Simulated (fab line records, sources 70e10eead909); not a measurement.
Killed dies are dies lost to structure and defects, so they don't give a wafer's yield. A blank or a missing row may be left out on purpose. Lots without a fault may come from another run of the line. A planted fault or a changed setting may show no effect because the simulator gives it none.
A struck lot beside a sound one | flow nand_harc | 15 steps out of a route of 1302
Sound: wafers L836.2, L836.3, L836.4. Struck: wafers L848.2, L848.3, L848.5. The cause comes at the end.
At each step with rows: each side's tool, then ch and its chambers, then its first start. Under that, the readings that differ: sound wafers | struck wafers | difference of the means | sigmas: that difference in standard deviations of wafers without a fault.
alike: readings whose means differ by less than 2 such deviations, and words and numbers that are the same on both sides. not compared: withheld readings, readings that some wafer has no value for, bounds like >300 that may hide the same value, and numbers for which the record gives no deviation and whose values overlap.
The two part at a step that has a row with sigmas, a row that says differs or no value, or rows on one side only. Numbers that don't overlap but have no deviation are shown without sigmas and don't part them. A reading that every wafer of one side lacks parts them only if that side has two wafers or more.

first, 1 step without rows for these wafers: NHARC_A_CHANNEL_HOLE_D1_STRIP_43 (strips in O2/COS).
NHARC_A_CHANNEL_HOLE_D1_ETCH_44: etches the open film in CF4/O2, target depth 140 nm, overetch 14 nm, time 77 s.
  sound on rie_diel-06 ch 0,1,2, day 9 15:18; struck on rie_diel-06 ch 2,3, day 14 18:44
  alike: drypump_motor_current_A, oes_product_au, rf_fwd_power_W, rf_vpp_V, showerhead_plenum_p_Torr, throttle_valve_pct
  not compared: rf_hours_counter_h
NHARC_A_CHANNEL_HOLE_D1_STRIP_27: strips in O2.
  sound on rie_diel-06 ch 1,2,3; struck on rie_diel-06 ch 1,2
  alike: drypump_motor_current_A, oes_product_au, rf_vpp_V, showerhead_plenum_p_Torr, throttle_valve_pct
  not compared: rf_hours_counter_h
then, 2 steps without rows for these wafers: NHARC_A_CHANNEL_HOLE_D1_PRECLEAN_28 (cleans in SC1); NHARC_A_CHANNEL_HOLE_D1_SRD_29.
NHARC_A_CHANNEL_HOLE_D1_CD_MEAS_30:
  sound on cd_sem-02, day 9 16:05; struck on cd_sem-03, day 14 19:32
  alike: cd_nm
NHARC_A_CHANNEL_HOLE_D1_XSEM_31:
  sound on xsem-01 ch 0, day 9 16:11; struck on xsem-01 ch 0, day 14 19:38
  reading     | sound          | struck         | difference | sigmas
  bow_nm (nm) | 8.22 8.13 8.20 | 8.70 8.77 8.71 | +0.54      | +2
  alike: bot_cd_nm, tilt_deg
NHARC_A_CHANNEL_HOLE_D1_INSPECT_40:
  sound on defect_inspect-01, day 9 16:16; struck on defect_inspect-02, day 14 19:43
  reading          | sound    | struck      | difference | sigmas
  raw_defect_count | 44 52 51 | 104 119 105 | +60        | +2
then, 3 steps without rows for these wafers: NHARC_A_CHANNEL_FILL_D1_PRECLEAN_00 (cleans in SC1); NHARC_A_CHANNEL_FILL_D1_SRD_01; NHARC_A_CHANNEL_FILL_D1_ALD_02 (deposits SiO2, target thk 6 nm, pulse time 10 s, ald cycles 60).
NHARC_A_CHANNEL_FILL_D1_ALD_03: deposits SiNx, target thk 6 nm, pulse time 60 s, ald cycles 58.
  sound on ald_sin_batch-01 ch 0; struck on ald_sin_batch-03 ch 0
  alike: ald_cycles, precursor_pulse_height_rel
NHARC_A_CHANNEL_FILL_D1_ALD_14: deposits SiO2, target thk 2.5 nm, pulse time 10 s, ald cycles 25.
  sound on ald_hk-02 ch 0,1,3, day 9 23:27; struck on ald_hk-02 ch 1,2,3, day 15 03:01
  reading    | sound    | struck   | difference | sigmas
  ald_cycles | 25 25 25 | 28 28 28 | +3         |
  alike: heater_power_w, precursor_pulse_height_rel
NHARC_A_CHANNEL_FILL_D1_ALD_15: deposits SiNx, target thk 2 nm, pulse time 60 s, ald cycles 19.
  sound on ald_sin_batch-03 ch 0, day 10 02:47; struck on ald_sin_batch-01 ch 0
  alike: ald_cycles, precursor_pulse_height_rel
NHARC_END_SORT_01:
  the record has rows for the sound wafers here (prober-01 ch 0, day 26 17:19) and none for the struck ones

WHERE THEY PART
First at NHARC_A_CHANNEL_HOLE_D1_XSEM_31; last, within this record, at NHARC_END_SORT_01.

WHY: what the simulator had put in
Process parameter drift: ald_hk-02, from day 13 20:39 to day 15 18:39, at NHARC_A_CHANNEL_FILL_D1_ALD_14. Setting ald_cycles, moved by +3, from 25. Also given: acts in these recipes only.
